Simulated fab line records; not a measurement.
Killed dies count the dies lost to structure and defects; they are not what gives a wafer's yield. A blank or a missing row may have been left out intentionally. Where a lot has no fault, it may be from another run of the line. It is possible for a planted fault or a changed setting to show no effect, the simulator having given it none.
Which tool did it? -- flow n5-finfet -- Sampling: 24 lots, 72 wafers, 3 of 1938 route steps

WHAT THE GAUGES SHOWED, per wafer
N5_BEOL_M1_INSPECT_59: inspects for defects (darkfield). Usual: raw-defect-count 63, standard deviation 19.
lot,measured,on,raw-defect-count,flag
L074,day 6 15:01,defect-inspect-01,53 84 77,
L075,day 6 17:01,defect-inspect-02,74 51 47,
L076,day 6 23:22,defect-inspect-02,61 56 56,
L077,day 7 19:25,defect-inspect-02,78 49 39,
L078,day 8 00:02,defect-inspect-02,74 54 58,
L079,day 8 05:04,defect-inspect-01,50 72 68,
L080,day 8 05:08,defect-inspect-02,42 47 52,
L081,day 8 08:38,defect-inspect-01,47 51 31,
L082,day 8 11:31,defect-inspect-02,35 76 52,
L083,day 8 14:26,defect-inspect-01,35 58 60,
L084,day 9 11:29,defect-inspect-01,102 79 89,
L085,day 9 13:41,defect-inspect-02,69 43 52,
L086,day 9 15:35,defect-inspect-02,74 50 84,
L087,day 10 01:15,defect-inspect-01,37 61 56,
L088,day 10 03:56,defect-inspect-01,87 73 66,
L089,day 10 09:20,defect-inspect-02,65 72 55,
L090,day 10 09:27,defect-inspect-01,60 88 69,
L091,day 10 22:39,defect-inspect-02,73 100 56,
L092,day 11 00:42,defect-inspect-02,48 42 104,
L093,day 11 03:40,defect-inspect-01,58 57 102,
L094,day 12 00:02,defect-inspect-02,56 42 34,
L095,day 12 00:39,defect-inspect-01,40 61 90,
L096,day 12 04:49,defect-inspect-02,67 77 44,
L097,day 12 11:29,defect-inspect-02,55 41 97,

TOOL THAT RAN EACH LOT (tool first, then ch and the chambers of the sampled wafers, then the start)
lot,N5_BEOL_M1_PRE_CLEAN_45,N5_BEOL_M1_ANNEAL_89
L074,"pvd-sputter-03, day 6 11:14","pvd-sputter-02, day 6 13:05"
L075,"pvd-sputter-02, day 6 12:01","pvd-sputter-02, day 6 15:02"
L076,"pvd-sputter-01, day 6 19:49","pvd-sputter-03, day 6 21:29"
L077,"pvd-sputter-03, day 7 15:04","pvd-sputter-03, day 7 17:33"
L078,"pvd-sputter-02, day 7 20:17","pvd-sputter-02, day 7 22:10"
L079,"pvd-sputter-02, day 8 01:27","pvd-sputter-01, day 8 03:05"
L080,"pvd-sputter-03, day 8 01:38","pvd-sputter-02, day 8 03:15"
L081,"pvd-sputter-02, day 8 04:34","pvd-sputter-03, day 8 06:19"
L082,"pvd-sputter-02, day 8 07:41","pvd-sputter-02, day 8 09:37"
L083,"pvd-sputter-02, day 8 10:59","pvd-sputter-01, day 8 12:33"
L084,"pvd-sputter-01, day 9 08:01","pvd-sputter-02, day 9 09:37"
L085,"pvd-sputter-01, day 9 10:06","pvd-sputter-01, day 9 11:49"
L086,"pvd-sputter-02, day 9 10:55","pvd-sputter-03, day 9 13:40"
L087,"pvd-sputter-02, day 9 21:04","pvd-sputter-02, day 9 23:23"
L088,"pvd-sputter-01, day 10 00:13","pvd-sputter-02, day 10 02:04"
L089,"pvd-sputter-02, day 10 05:54","pvd-sputter-03, day 10 07:28"
L090,"pvd-sputter-01, day 10 06:02","pvd-sputter-02, day 10 07:35"
L091,"pvd-sputter-01, day 10 18:34","pvd-sputter-03, day 10 20:25"
L092,"pvd-sputter-01, day 10 19:10","pvd-sputter-01, day 10 22:43"
L093,"pvd-sputter-02, day 10 23:59","pvd-sputter-02, day 11 01:47"
L094,"pvd-sputter-01, day 11 20:31","pvd-sputter-02, day 11 22:09"
L095,"pvd-sputter-03, day 11 20:57","pvd-sputter-01, day 11 22:47"
L096,"pvd-sputter-02, day 11 23:50","pvd-sputter-03, day 12 02:51"
L097,"pvd-sputter-02, day 12 07:37","pvd-sputter-03, day 12 09:37"
- N5_BEOL_M1_PRE_CLEAN_45: time 30 s.
- N5_BEOL_M1_ANNEAL_89: time 240 s.

AS READ BY THE TOOLS THEMSELVES (means over the sampled wafers that have a number; for cases with no such wafer, the mark the record gives instead)
N5_BEOL_M1_PRE_CLEAN_45. Usual: heater-power-w 330 W, standard deviation 35.
lot,tool,heater-power-w (W),flag
L074,pvd-sputter-03,336,
L075,pvd-sputter-02,310,
L076,pvd-sputter-01,343,
L077,pvd-sputter-03,336,
L078,pvd-sputter-02,319,
L079,pvd-sputter-02,329,
L080,pvd-sputter-03,304,
L081,pvd-sputter-02,318,
L082,pvd-sputter-02,315,
L083,pvd-sputter-02,308,
L084,pvd-sputter-01,330,
L085,pvd-sputter-01,360,
L086,pvd-sputter-02,311,
L087,pvd-sputter-02,320,
L088,pvd-sputter-01,360,
L089,pvd-sputter-02,322,
L090,pvd-sputter-01,334,
L091,pvd-sputter-01,377,
L092,pvd-sputter-01,362,
L093,pvd-sputter-02,310,
L094,pvd-sputter-01,338,
L095,pvd-sputter-03,315,
L096,pvd-sputter-02,327,
L097,pvd-sputter-02,312,

N5_BEOL_M1_ANNEAL_89. Usual: heater-power-w 810 W, standard deviation 80.
lot,tool,heater-power-w (W),flag
L074,pvd-sputter-02,803,
L075,pvd-sputter-02,772,
L076,pvd-sputter-03,778,
L077,pvd-sputter-03,850,
L078,pvd-sputter-02,789,
L079,pvd-sputter-01,894,
L080,pvd-sputter-02,770,
L081,pvd-sputter-03,835,
L082,pvd-sputter-02,828,
L083,pvd-sputter-01,848,
L084,pvd-sputter-02,788,
L085,pvd-sputter-01,860,
L086,pvd-sputter-03,748,
L087,pvd-sputter-02,830,
L088,pvd-sputter-02,779,
L089,pvd-sputter-03,758,
L090,pvd-sputter-02,817,
L091,pvd-sputter-03,797,
L092,pvd-sputter-01,834,
L093,pvd-sputter-02,762,
L094,pvd-sputter-02,757,
L095,pvd-sputter-01,963,
L096,pvd-sputter-03,737,
L097,pvd-sputter-03,754,

THE ANSWER, worked out from the rows above alone
Rule: a lot is off if the mean of its wafers that have a number lies more than 3 standard deviations from the usual mean. A lot without any number at a reading at which 4 lots or more have one is off too. Where the step has rows for the other lots, those lots are counted as sound. After the gauges, taken in route order, come the tools' own readings; for these a lot's mean is taken, as printed above. At the first step where some lot is off, the reading lying furthest off is the one used; lots without a number count as furthest.
No lot is off on any of the readings shown, so nothing can be concluded from this.

WHAT THE SIMULATOR HAD INSERTED
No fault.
